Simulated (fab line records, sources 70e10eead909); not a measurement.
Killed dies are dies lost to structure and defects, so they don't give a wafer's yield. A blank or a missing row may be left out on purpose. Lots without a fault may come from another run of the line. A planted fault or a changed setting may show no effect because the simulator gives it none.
A struck lot beside a sound one | flow nand_harc | 32 steps out of a route of 1302
Sound: wafers L511.1, L511.3, L511.6. Struck: wafer L514.3. (L514.1, L514.2 of the same lot were not struck and are left out.) The cause comes at the end.
At each step with rows: each side's tool, then ch and its chambers, then its first start. Under that, the readings that differ: sound wafers | struck wafers | difference of the means | sigmas: that difference in standard deviations of wafers without a fault.
alike: readings whose means differ by less than 2 such deviations, and words and numbers that are the same on both sides. not compared: withheld readings, readings that some wafer has no value for, bounds like >300 that may hide the same value, and numbers for which the record gives no deviation and whose values overlap.
The two part at a step that has a row with sigmas, a row that says differs or no value, or rows on one side only. Numbers that don't overlap but have no deviation are shown without sigmas and don't part them. A reading that every wafer of one side lacks parts them only if that side has two wafers or more.

first, 5 steps without rows for these wafers: NHARC_A_ONON_D1_DEP_22 (target thk 1000 nm); NHARC_A_ONON_D1_DEP_25 (target thk 1000 nm); NHARC_A_ONON_D1_DEP_28 (target thk 1000 nm); NHARC_A_ONON_D1_DEP_33 (deposits SiO2, target thk 200 nm); NHARC_A_CHANNEL_HOLE_D1_DEP_00 (deposits aC, target thk 3100 nm).
NHARC_A_CHANNEL_HOLE_D1_DEP_01: deposits SiON, target thk 140 nm.
  sound on pecvd-04 ch 0,1,2, day 10 04:36; struck on pecvd-03 ch 2, day 11 16:16
  alike: heater_power_w
then, 25 steps without rows for these wafers: NHARC_A_CHANNEL_HOLE_D1_DEHYDRATE_02 (time 120 s); NHARC_A_CHANNEL_HOLE_D1_HMDS_03 (time 30 s); NHARC_A_CHANNEL_HOLE_D1_COAT_36 (time 75 s); NHARC_A_CHANNEL_HOLE_D1_COAT_37 (time 65 s); NHARC_A_CHANNEL_HOLE_D1_COAT_04 (resist thk 90 nm); NHARC_A_CHANNEL_HOLE_D1_SOFTBAKE_05 (time 55 s); NHARC_A_CHANNEL_HOLE_D1_EBR_06; NHARC_A_CHANNEL_HOLE_D1_EXPOSE_07 (exposes mask HOLE D1, target cd 100 nm); NHARC_A_CHANNEL_HOLE_D1_PEB_08 (peb time 65 s); NHARC_A_CHANNEL_HOLE_D1_DEVELOP_09 (develop time 35 s); NHARC_A_CHANNEL_HOLE_D1_DESCUM_15 (chemistry O2, time 3 s); NHARC_A_CHANNEL_HOLE_D1_ETCH_38 (etches the open film in CF4, target depth 39 nm, time 65 s); NHARC_A_CHANNEL_HOLE_D1_ETCH_39 (etches the open film in N2/H2, target depth 260 nm, time 325 s); NHARC_A_CHANNEL_HOLE_D1_ETCH_34 (etches the open film in CF4/CHF3, target depth 154 nm, time 77 s); NHARC_A_CHANNEL_HOLE_D1_ETCH_16 (etches the open film in O2/COS, target depth 3100 nm, time 806 s); NHARC_A_CHANNEL_HOLE_D1_ETCH_19 (etches the open film in C4F8/O2/Ar, time 34.5 s); NHARC_A_CHANNEL_HOLE_D1_ETCH_20 (etches the open film in C4F8/O2/Ar, time 361.9 s, target depth 1600 nm); NHARC_A_CHANNEL_HOLE_D1_ETCH_21 (etches the open film in C4F8/O2/Ar, time 514.3 s, target depth 1600 nm); NHARC_A_CHANNEL_HOLE_D1_ETCH_22 (etches the open film in C4F8/O2/Ar, time 666.7 s, target depth 1600 nm); NHARC_A_CHANNEL_HOLE_D1_ETCH_23 (etches the open film in C4F8/O2/Ar, time 819 s, target depth 1600 nm); NHARC_A_CHANNEL_HOLE_D1_ETCH_24 (etches the open film in C4F8/O2/Ar, time 906.2 s, target depth 1500 nm); NHARC_A_CHANNEL_HOLE_D1_ETCH_25 (etches the open film in C4F8/O2/Ar, time 1040.2 s, target depth 1500 nm); NHARC_A_CHANNEL_HOLE_D1_ETCH_26 (etches the open film in C4F8/O2/Ar, time 224.1 s, target depth 300 nm); NHARC_A_CHANNEL_HOLE_D1_ETCH_33 (etches the open film in C4F8/O2/Ar, time 90 s, target depth 400 nm); NHARC_A_CHANNEL_HOLE_D1_STRIP_41 (strips in N2/H2).
-- the record jumps here: 16 days lie between the struck wafers' starts before and after (it left off in module A_CHANNEL_HOLE_D1 and takes up again in module END, whose first step shown is number 1302 of the route) --
NHARC_END_SORT_01:
  sound on prober-02 ch 0, day 26 23:14; struck on prober-02 ch 0, day 27 17:40
  reading             | sound    | struck | difference | sigmas
  killed_at_array     | 32 31 36 | 674    | +641       | +31
  killed_at_periphery | 6 8 9    | 1      | -7         | -3
  killed_dies         | 38 39 45 | 675    | +634       | +30
  alike: killed_at_other, killed_open, killed_short

WHERE THEY PART
Only at NHARC_END_SORT_01, within this record.

WHY: what the simulator had put in
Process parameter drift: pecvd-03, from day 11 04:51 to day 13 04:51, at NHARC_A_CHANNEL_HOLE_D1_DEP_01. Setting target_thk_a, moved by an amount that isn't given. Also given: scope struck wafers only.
